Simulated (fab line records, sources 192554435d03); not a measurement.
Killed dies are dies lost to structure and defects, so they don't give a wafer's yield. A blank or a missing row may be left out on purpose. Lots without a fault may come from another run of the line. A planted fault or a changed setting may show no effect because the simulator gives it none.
A struck lot beside a sound one | flow n5_finfet | 36 steps out of a route of 1938
Sound: wafers L796.1, L796.3, L796.6. Struck: wafers L783.4, L783.5, L783.6. The cause comes at the end.
At each step with rows: each side's tool, then ch and its chambers, then its first start. Under that, the readings that differ: sound wafers | struck wafers | difference of the means | sigmas: that difference in standard deviations of wafers without a fault.
alike: readings whose means differ by less than 2 such deviations, and words and numbers that are the same on both sides. not compared: withheld readings, readings that some wafer has no value for, bounds like >300 that may hide the same value, and numbers for which the record gives no deviation and whose values overlap.
The two part at a step that has a row with sigmas, a row that says differs or no value, or rows on one side only. Numbers that don't overlap but have no deviation are shown without sigmas and don't part them. A reading that every wafer of one side lacks parts them only if that side has two wafers or more.

first, 9 steps without rows for these wafers: N5_BEOL_M4_ANNEAL_95 (time 240 s); N5_BEOL_M4_SPUTTER_96 (material Cu, target thk 4.5 nm, time 8.29 s); N5_BEOL_M4_ECD_50 (material Cu, target thk 300 nm); N5_BEOL_M4_ANNEAL_51 (time 90 s); N5_BEOL_M4_CMP_52 (polishes, stops on SiOC, t overpolish 6.8 s, target thk 40 nm); N5_BEOL_M4_PRE_CLEAN_60 (time 15 s); N5_BEOL_M4_CO_CAP_55 (material Co, precursor CCTBA/H2, target thk 2 nm, time 102.1 s); N5_BEOL_M4_PRE_CLEAN_56 (time 15 s); N5_BEOL_M4_DEP_57 (deposits SiCN from 3MS/NH3, target thk 8 nm, time 14 s).
N5_BEOL_M4_RC_MEAS_101:
  sound on prober-02 ch 0, day 12 11:07; struck on prober-02 ch 0, day 10 02:15
  reading   | sound          | struck         | difference | sigmas
  VT_P (mV) | -248 -246 -248 | -255 -257 -255 | -8         | -2
  alike: DIBL_N, DIBL_P, IOFF_N, IOFF_P, ION_N, ION_P, SS_N, SS_P, VT_N
then, 24 steps without rows for these wafers: N5_BEOL_M5_ILD_DEP_00 (deposits SiCOH lowk from DEMS/porogen, target thk 140.64 nm, time 25.9 s); N5_BEOL_M5_CURE_79 (cures SiCOH lowk, time 240 s); N5_BEOL_M5_PECVD_70 (deposits SiO2 from TEOS/O2, target thk 16 nm, time 18 s); N5_BEOL_M5_HM_DEP_02 (deposits TiN, target thk 20 nm); N5_BEOL_M5_COAT_59 (time 60 s, resist thk 60 nm); N5_BEOL_M5_COAT_60 (time 60 s, resist thk 12 nm); N5_BEOL_M5_COAT_71 (time 60 s, resist thk 5 nm); N5_BEOL_M5_COAT_05 (resist thk 30 nm); N5_BEOL_M5_EBR_07; N5_BEOL_M5_SOFTBAKE_06 (time 60 s); N5_BEOL_M5_EXPOSE_08 (exposes mask M5, target cd 28 nm); N5_BEOL_M5_PEB_09 (peb time 60 s); N5_BEOL_M5_DEVELOP_10 (develop time 30 s); N5_BEOL_M5_DESCUM_16 (chemistry O2, time 7 s); N5_BEOL_M5_ETCH_72 (etches underlayer in N2/H2, target depth 6.5 nm, time 5.2 s); N5_BEOL_M5_ETCH_61 (etches SiARC in CF4, target depth 15.6 nm, time 26 s); N5_BEOL_M5_ETCH_62 (etches SOC in N2/H2, target depth 75 nm, overetch 15 nm, time 112.5 s); N5_BEOL_M5_STRIP_63 (strips in N2/H2); N5_BEOL_M5_STRIP_73 (strips in N2/H2); N5_BEOL_M5_STRIP_64 (strips in CF4); N5_BEOL_M5_HM_OPEN_17 (chemistry Cl2/BCl3, target TiN, target depth 20 nm, overetch 6 nm); N5_BEOL_M5_STRIP_19 (strips in O2); N5_BEOL_M5_COAT_65 (time 60 s, resist thk 60 nm); N5_BEOL_M5_COAT_66 (time 60 s, resist thk 12 nm).
-- the record jumps here: 2 days lie between the struck wafers' starts before and after (it left off in module BEOL_M5 and takes up again in module BEOL_M10, whose first step shown is number 1513 of the route) --
N5_BEOL_M10_ETCH_41: etches SiCN in CH3F/O2, target depth 42.6 nm, time 86 s.
  sound on rie_diel-04 ch 0,3, day 15 06:54; struck on rie_diel-02 ch 1,2,3, day 12 07:07
  no value came back on the struck wafers for any of 9 readings (CH3F_flow_sccm (sccm), O2_flow_sccm (sccm) and others); on the sound wafers CH3F_flow_sccm (sccm) reads 29.96 30.07 29.87
  not compared: rf_hours_counter_h
-- the record jumps here: 3 days lie between the struck wafers' starts before and after (it left off in module BEOL_M10 and takes up again in module PASSIVATION, whose first step shown is number 1936 of the route) --
N5_PASSIVATION_PROBE_49:
  the record has rows for the struck wafers here (prober-02, day 15 01:57) and none for the sound ones

WHERE THEY PART
First at N5_BEOL_M4_RC_MEAS_101; last, within this record, at N5_PASSIVATION_PROBE_49.

WHY: what the simulator had put in
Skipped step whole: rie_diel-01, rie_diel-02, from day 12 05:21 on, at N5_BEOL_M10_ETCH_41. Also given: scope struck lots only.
